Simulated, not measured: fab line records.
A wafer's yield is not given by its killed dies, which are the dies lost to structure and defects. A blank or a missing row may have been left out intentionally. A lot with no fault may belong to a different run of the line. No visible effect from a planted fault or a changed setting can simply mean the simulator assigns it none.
Chamber matching / flow n5-finfet / 4 sister chambers for N5_BEOL_M14_TRENCH_ETCH_34 on rie-diel-05
The step etches SiO2 in C4F8/O2/Ar, target depth 556.65 nm, time 126.9 s. 8 wafers are shown with their chamber, then 8 later ones without.

== WAFERS PAIRED WITH THEIR CHAMBERS ==
wafer=L076.5; chamber=0; rf-vpp-V (V)=2192; showerhead-plenum-p-Torr (Torr)=3.34
wafer=L080.4; chamber=0; rf-vpp-V (V)=2191; showerhead-plenum-p-Torr (Torr)=3.34
wafer=L083.3; chamber=2; rf-vpp-V (V)=2234; showerhead-plenum-p-Torr (Torr)=3.49
wafer=L083.4; chamber=1; rf-vpp-V (V)=2304; showerhead-plenum-p-Torr (Torr)=3.57
wafer=L082.1; chamber=3; rf-vpp-V (V)=2269; showerhead-plenum-p-Torr (Torr)=3.44
wafer=L082.4; chamber=2; rf-vpp-V (V)=2235; showerhead-plenum-p-Torr (Torr)=3.48
wafer=L082.6; chamber=1; rf-vpp-V (V)=2304; showerhead-plenum-p-Torr (Torr)=3.57
wafer=L084.1; chamber=3; rf-vpp-V (V)=2268; showerhead-plenum-p-Torr (Torr)=3.43

== WAFERS WITH NO CHAMBER GIVEN ==
wafer=L084.4; rf-vpp-V (V)=2190; showerhead-plenum-p-Torr (Torr)=3.33
wafer=L084.6; rf-vpp-V (V)=2269; showerhead-plenum-p-Torr (Torr)=3.43
wafer=L087.2; rf-vpp-V (V)=2305; showerhead-plenum-p-Torr (Torr)=3.56
wafer=L087.3; rf-vpp-V (V)=2234; showerhead-plenum-p-Torr (Torr)=3.48
wafer=L087.4; rf-vpp-V (V)=2269; showerhead-plenum-p-Torr (Torr)=3.43
wafer=L096.1; rf-vpp-V (V)=2190; showerhead-plenum-p-Torr (Torr)=3.32
wafer=L096.4; rf-vpp-V (V)=2267; showerhead-plenum-p-Torr (Torr)=3.42
wafer=L096.6; rf-vpp-V (V)=2306; showerhead-plenum-p-Torr (Torr)=3.55

== EACH ONE'S CHAMBER ==
wafer=L084.4; from the rows above=0; in truth=0
wafer=L084.6; from the rows above=3; in truth=3
wafer=L087.2; from the rows above=1; in truth=1
wafer=L087.3; from the rows above=2; in truth=2
wafer=L087.4; from the rows above=3; in truth=3
wafer=L096.1; from the rows above=0; in truth=0
wafer=L096.4; from the rows above=3; in truth=3
wafer=L096.6; from the rows above=1; in truth=1
Placed correctly: 8 of 8. From these rows, 0 cannot be placed. Placed wrongly: 0.
How it was worked out, from the rows above alone: a wafer's distance from a chamber is the root of the sum, over the readings, of the square of ((its reading less the chamber's mean) divided by the reading's scatter). If the next closest chamber is less than 2 further off than the closest, the wafer can't be placed; otherwise it belongs to the closest. A chamber's mean is the mean of its shown wafers. The scatter: the root of (the sum of the squares of (reading less its chamber's mean) over the shown wafers, divided by (wafers less chambers)).
